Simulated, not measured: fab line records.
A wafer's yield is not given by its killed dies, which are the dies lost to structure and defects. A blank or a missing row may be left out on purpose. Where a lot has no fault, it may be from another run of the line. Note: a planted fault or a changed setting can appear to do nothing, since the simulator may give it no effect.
Matching of chambers ; flow nand harc ; NHARC_P_GATE_ETCH_104 on rie diel-10: 4 sister chambers
The step etches the open film in CF4/CHF3, target depth 60 nm. 4 wafers are shown with their chamber, then 9 later ones without.

## WAFERS PAIRED WITH THEIR CHAMBERS
wafer;chamber;showerhead plenum p Torr (Torr)
L081.5;3;1.61
L083.1;0;1.60
L083.4;1;1.65
L083.5;2;1.49

## WAFERS MISSING THEIR CHAMBER
wafer;showerhead plenum p Torr (Torr)
L087.1;1.49
L087.3;1.65
L087.5;1.61
L092.2;1.61
L092.3;1.64
L092.6;1.64
L096.1;1.60
L096.3;1.48
L096.4;1.64

## CHAMBER TAKEN BY EACH
wafer;from the rows above;in truth
L087.1;2;2
L087.3;1;1
L087.5;can't be placed: 3 or 0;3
L092.2;can't be placed: 3 or 0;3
L092.3;1;1
L092.6;1;1
L096.1;can't be placed: 0 or 3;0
L096.3;2;2
L096.4;1;1
Correctly placed: 6 of 9. From these rows, 3 cannot be placed; in 3 the true chamber is one of the candidates. Number placed wrongly: 0.
How it was worked out, from the rows above alone: a wafer's distance from a chamber is the root of the sum, over the readings, of the square of ((its reading less the chamber's mean) divided by the reading's scatter). The wafer belongs to the nearest chamber; if the next one is less than 2 further off, it can't be placed. For every chamber, the mean is computed from those of its wafers that are shown. The scatter: with one shown wafer a chamber, the root of the mean of the squares of how far each hidden wafer lies from its nearest shown one.
